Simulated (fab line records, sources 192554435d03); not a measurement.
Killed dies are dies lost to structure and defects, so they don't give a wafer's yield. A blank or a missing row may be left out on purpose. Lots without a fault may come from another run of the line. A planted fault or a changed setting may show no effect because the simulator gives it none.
fab line records | flow n5_finfet
record lots=11 wafers=33 last_day=17
route steps=1938 shown BEOL_M7@1308
lots that met no fault: from a run of the same line without faults
start_h: hours from the record's first day to the start of the lot's first wafer shown | wait_h: hours since the lot's step before | " the same as in the row above | L1.1+2: a row that stands for several wafers | - no value, or no start given | * or withheld: withheld | < > ~ a bound
route shown NAME@n: a module of which the file shows steps, and the number in the route of the first | usual: mean/standard deviation of fault-free wafers | same: alike in all rows | chamber/n: place in a boat | sites: the reading at each site | _std_site: their standard deviation | _edge_site: outer sites' mean less inner sites' | radius_mm: how far each site lies from the wafer's centre | mask NAME#n: copy n | behind: the tool/chamber that last shaped the wafer | hold: why the lot was held/for how many hours/how that ended | device: the transistor (n, p or np) that didn't switch | end of line: the same wafers' tests at the end of the route | a step without rows: its recipe alone | killed: dies lost to structure and defects at the first sort, not the wafer's yield | map: a wafer's dies, x killed, . not, _ none there
set.NAME: the setting as run; set.NAME@STEP: as run at that earlier step | model.NAME: the simulator's own value behind a step, which no gauge read
steps of the route over a sample of lots; a table a step, a row a wafer
services: from which hour (start_h, from the record's first day; less than 0 if before it) a tool's chamber was out of use, for how many hours, and why
## steps
# step N5_BEOL_M7_TRENCH_ETCH_37
# recipe chemistry=C4F6/O2 target_depth_a=934.78 target=SiCOH_lowk time_s=31.2 ion_energy_ev=250 pressure_mtorr=30 source_w=345 bias_w=185 Ar_flow_sccm=300 C4F6_flow_sccm=10 O2_flow_sccm=10
# usual drypump_motor_current_A=5.6/0.46 mfc_ar_sccm=299.9/0.94 oes_product_au=0.78/0.093 rf_vpp_V=663/11 showerhead_plenum_p_Torr=2.85/0.089 throttle_valve_pct=20.92/0.22
# same time_s=31.2
# columns lot.wafer tool chamber start_h wait_h drypump_motor_current_A mfc_ar_sccm oes_product_au rf_hours_counter_h rf_vpp_V showerhead_plenum_p_Torr throttle_valve_pct
L205.1 rie_diel-05 0 - - 6.5 299.7 0.67 238 668 2.81 21.31
L205.2 " 1 " " 5.0 300.6 0.70 211 659 2.93 20.80
L205.3 " 3 " " 5.5 299.3 0.74 170 651 2.74 21.10
L207.1 rie_diel-02 3 - - 5.7 300.5 0.73 181 678 2.95 20.95
L207.2 " 0 " " 5.9 299.9 0.90 37 678 3.01 20.39
L207.4 " 2 " " 5.2 299.9 0.75 170 647 2.83 20.98
L209.1 rie_diel-03 2 - - 4.8 300.2 0.93 16 655 2.92 20.85
L209.2 " 0 " " 5.5 297.4 0.80 106 654 2.85 20.76
L209.3 " 3 " " 5.4 298.3 0.70 204 664 2.83 20.98
L210.1 rie_diel-02 1 - - 5.4 300.6 0.85 45 675 2.88 20.61
L210.2 " 3 " " 5.8 300.3 0.73 184 678 2.95 20.97
L210.3 " 0 " " 5.9 299.6 0.89 40 678 3.01 20.39
L212.1 rie_diel-05 3 - - 5.5 301.0 0.73 180 650 2.73 21.11
L212.2 " 1 " " 5.0 300.2 0.70 224 657 2.92 20.80
L212.6 " 0 " " 6.4 301.0 0.67 - 668 2.81 21.33
L211.2 rie_diel-05 1 - - 5.0 299.0 0.69 224 658 2.92 20.82
L211.5 " 2 " " 6.4 301.3 0.68 - 676 2.69 21.21
L211.6 " 3 " " 5.5 299.8 0.73 - 651 2.73 21.10
L215.1 rie_diel-03 0 - - 5.5 299.3 0.79 121 653 2.84 20.76
L215.3 " 1 " " 5.4 300.4 0.79 129 660 2.87 20.85
L215.6 " 0 " " 5.5 298.2 0.79 - 655 2.84 20.78
L217.2 rie_diel-05 3 - - 5.5 300.2 0.73 193 650 2.73 21.13
L217.5 " 1 " " 5.0 300.7 0.69 - 659 2.92 20.83
L217.6 " 2 " " 6.4 299.5 0.68 - 674 2.69 21.22
L216.3 rie_diel-05 1 - - 5.1 298.6 0.68 237 658 2.92 20.82
L216.4 " 2 " " 6.4 300.4 0.67 247 676 2.69 21.21
L216.5 " 2 " " 6.4 300.2 0.67 - 674 2.69 21.22
L221.1 rie_diel-02 0 - - 5.9 300.0 0.86 61 677 3.00 20.43
L221.3 " 2 " " 5.1 298.4 0.74 192 647 2.82 21.01
L221.5 " 2 " " 5.1 300.6 0.74 - 649 2.82 21.02
L228.3 rie_diel-02 2 - - 5.2 300.2 0.74 202 647 2.81 21.03
L228.4 " 0 " " 5.9 300.6 0.86 72 677 2.99 20.45
L228.5 " 2 " " 5.2 299.9 0.75 - 649 2.81 21.04
# step N5_BEOL_M7_STRIP_80
# recipe chemistry=N2/H2 time_s=10 power_w=450 temp_c=40 pressure_mtorr=20 rf_frequency_hz=6e+07 bias_power_w=7 n2_flow_sccm=200 h2_flow_sccm=200
# usual drypump_motor_current_A=5.6/0.46 oes_product_au=0.78/0.093 rf_vpp_V=59.1/0.82 showerhead_plenum_p_Torr=2.54/0.083 throttle_valve_pct=23.59/0.29
# same time_s=10
# columns lot.wafer tool chamber start_h wait_h drypump_motor_current_A oes_product_au rf_hours_counter_h rf_vpp_V showerhead_plenum_p_Torr throttle_valve_pct
L205.1 rie_diel-05 0 - - 6.5 0.67 238 59.3 2.50 23.94
L205.2 " 1 " " 5.0 0.71 211 58.6 2.62 23.57
L205.3 " 3 " " 5.5 0.74 170 58.3 2.43 23.77
L207.1 rie_diel-02 3 - - 5.8 0.73 181 59.8 2.62 23.33
L207.2 " 0 " " 5.9 0.90 37 59.8 2.69 22.86
L207.4 " 2 " " 5.2 0.76 170 60.7 2.53 23.90
L209.1 rie_diel-03 2 - - 4.8 0.93 16 60.3 2.60 23.50
L209.2 " 0 " " 5.6 0.82 106 59.3 2.56 23.67
L209.3 " 3 " " 5.3 0.70 205 59.8 2.51 23.57
L210.1 rie_diel-02 1 - - 5.4 0.87 45 58.2 2.58 23.45
L210.2 " 3 " " 5.8 0.73 184 59.0 2.62 23.34
L210.3 " 0 " " 5.9 0.91 40 58.5 2.69 22.87
L212.1 rie_diel-05 3 - - 5.5 0.74 180 58.7 2.43 23.77
L212.2 " 1 " " 5.0 0.70 224 61.0 2.61 23.59
L212.6 " 0 " " 6.5 0.67 - 60.0 2.50 23.94
L211.2 rie_diel-05 1 - - 5.0 0.70 224 60.5 2.61 23.59
L211.5 " 2 " " 6.3 0.69 - 57.4 2.40 23.99
L211.6 " 3 " " 5.5 0.74 - 59.2 2.43 23.77
L215.1 rie_diel-03 0 - - 5.5 0.78 121 59.3 2.55 23.68
L215.3 " 1 " " 5.4 0.79 129 60.0 2.54 23.34
L215.6 " 0 " " 5.5 0.78 - 59.3 2.55 23.69
L217.2 rie_diel-05 3 - - 5.5 0.73 193 58.6 2.42 23.79
L217.5 " 1 " " 5.0 0.69 - 58.7 2.61 23.61
L217.6 " 2 " " 6.4 0.67 - 57.0 2.40 24.02
L216.3 rie_diel-05 1 - - 5.0 0.69 237 60.3 2.61 23.58
L216.4 " 2 " " 6.3 0.67 247 59.6 2.40 24.00
L216.5 " 2 " " 6.4 0.67 - 57.7 2.40 23.98
L221.1 rie_diel-02 0 - - 5.9 0.86 61 58.0 2.68 22.90
L221.3 " 2 " " 5.2 0.74 192 59.9 2.52 23.93
L221.5 " 2 " " 5.2 0.74 - 59.9 2.52 23.93
L228.3 rie_diel-02 2 - - 5.2 0.74 202 58.9 2.52 23.93
L228.4 " 0 " " 5.9 0.85 72 58.8 2.67 22.91
L228.5 " 2 " " 5.2 0.73 - 58.6 2.52 23.93
# step N5_BEOL_M7_CVD_78
# recipe material=Co target_thk_a=20 temp_c=withheld precursor=CCTBA/H2 pressure_torr=30 time_s=142.3
# usual run_length_s=165.1/0.41
# columns lot.wafer tool chamber start_h wait_h run_length_s
L205.1 cvd_co-01 1 201.11 0.1 164.3
L205.2 " 0 " " 165.3
L205.3 " 2 " " 164.9
L207.1 cvd_co-01 2 207.80 0.1 165.1
L207.2 " 1 " " 165.1
L207.4 " 0 " " 165.5
L209.1 cvd_co-01 1 216.85 0.3 164.5
L209.2 " 2 " " 165.3
L209.3 " 0 " " 165.1
L210.1 cvd_co-02 0 218.77 0.0 164.7
L210.2 " 1 " " 164.5
L210.3 " 2 " " 165.6
L212.1 cvd_co-02 2 236.50 0.1 165.2
L212.2 " 0 " " 164.9
L212.6 " 0 " " 164.6
L211.2 cvd_co-02 0 237.01 0.0 164.7
L211.5 " 2 " " 165.9
L211.6 " 1 " " 164.5
L215.1 cvd_co-02 2 256.55 0.1 165.1
L215.3 " 0 " " 165.1
L215.6 " 2 " " 165.3
L217.2 cvd_co-02 0 266.34 0.3 164.9
L217.5 " 2 " " 165.2
L217.6 " 0 " " 165.2
L216.3 cvd_co-02 2 266.50 0.3 166.0
L216.4 " 0 " " 164.6
L216.5 " 2 " " 165.1
L221.1 cvd_co-02 2 304.13 0.3 165.7
L221.3 " 0 " " 164.6
L221.5 " 0 " " 104.5
L228.3 cvd_co-01 2 333.93 0.1 165.1
L228.4 " 0 " " 165.0
L228.5 " 0 " " 166.0
# step N5_BEOL_M7_THK_MEAS_53
# recipe thk_meas_gauge=xrf reads=Cu_of_BEOL_M7_ECD_50
# usual M7_THK=81.6/1.9
# columns lot.wafer tool chamber start_h wait_h M7_THK[nm]
L205.1 film_metro-01 - 202.35 - 79.6
L205.2 " - " " 77.3
L205.3 " - " " 80.0
L207.1 film_metro-01 - 208.90 - 82.0
L207.2 " - " " 83.0
L207.4 " - " " 83.0
L209.1 film_metro-01 - 218.35 - 84.6
L209.2 " - " " 83.7
L209.3 " - " " 81.7
L210.1 film_metro-01 - 219.73 - 84.1
L210.2 " - " " 81.4
L210.3 " - " " 82.3
L212.1 film_metro-02 - 237.42 - 82.7
L212.2 " - " " 82.0
L212.6 " - " " 82.3
L211.2 film_metro-01 - 237.94 - 79.5
L211.5 " - " " 81.8
L211.6 " - " " 80.5
L215.1 film_metro-01 - 257.53 - 80.7
L215.3 " - " " 81.2
L215.6 " - " " 81.5
L217.2 film_metro-02 - 267.31 - 83.8
L217.5 " - " " 79.6
L217.6 " - " " 81.5
L216.3 film_metro-02 - 267.58 - 80.3
L216.4 " - " " 82.8
L216.5 " - " " 81.8
L221.1 film_metro-02 - 306.70 - 80.2
L221.3 " - " " 79.1
L221.5 " - " " 79.1
L228.3 film_metro-01 - 334.99 - 80.4
L228.4 " - " " 79.9
L228.5 " - " " 80.6
## services
# columns tool chamber start_h hours kind
cvd_co-02 - 209.17 1.3 repair
rie_diel-05 0 215.24 3.8 repair
rie_diel-05 0 241.21 - clean
rie_diel-05 0 241.21 - consumable_replace:focus_ring
rie_diel-05 0 241.21 16.2 scheduled_down
rie_diel-05 0 241.21 16.2 vent_cycle
rie_diel-02 - 243.38 28.1 pm
cvd_co-01 - 247.06 14.6 pm
rie_diel-05 - 253.86 0.2 repair
rie_diel-05 2 270.57 - clean
rie_diel-05 2 270.57 - consumable_replace:focus_ring
rie_diel-05 2 270.57 - consumable_replace:showerhead
rie_diel-05 2 270.57 31.4 scheduled_down
rie_diel-05 2 270.57 31.4 vent_cycle
cvd_co-01 - 283.11 0.4 repair
rie_diel-02 3 290.29 7.6 repair
rie_diel-02 1 297.44 11.5 repair
rie_diel-03 0 312.23 12.7 repair
rie_diel-05 1 313.46 - clean
rie_diel-05 1 313.46 - consumable_replace:focus_ring
rie_diel-05 1 313.46 15.3 scheduled_down
rie_diel-05 1 313.46 15.3 vent_cycle
cvd_co-01 1 332.56 8.2 repair
## key
first_sign step=N5_BEOL_M7_CVD_78 reading=run_length_s direction=down sigmas=99+ usual=* struck=*
effect none on later readings
met_at N5_BEOL_M7_CVD_78
struck_lots L221
struck_wafers L221.5
not_acting_at N5_BEOL_M7_TRENCH_ETCH_37,N5_BEOL_M7_STRIP_80,N5_BEOL_M7_THK_MEAS_53
onset_between 266.50 304.13
fault kind=process_parameter_drift tool=cvd_co-02 chamber=- onset_h=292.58 steps=N5_BEOL_M7_CVD_78 channel=time_s offset=* shape=step end_h=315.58 scope=struck_wafers_only acts_in=* stated=*
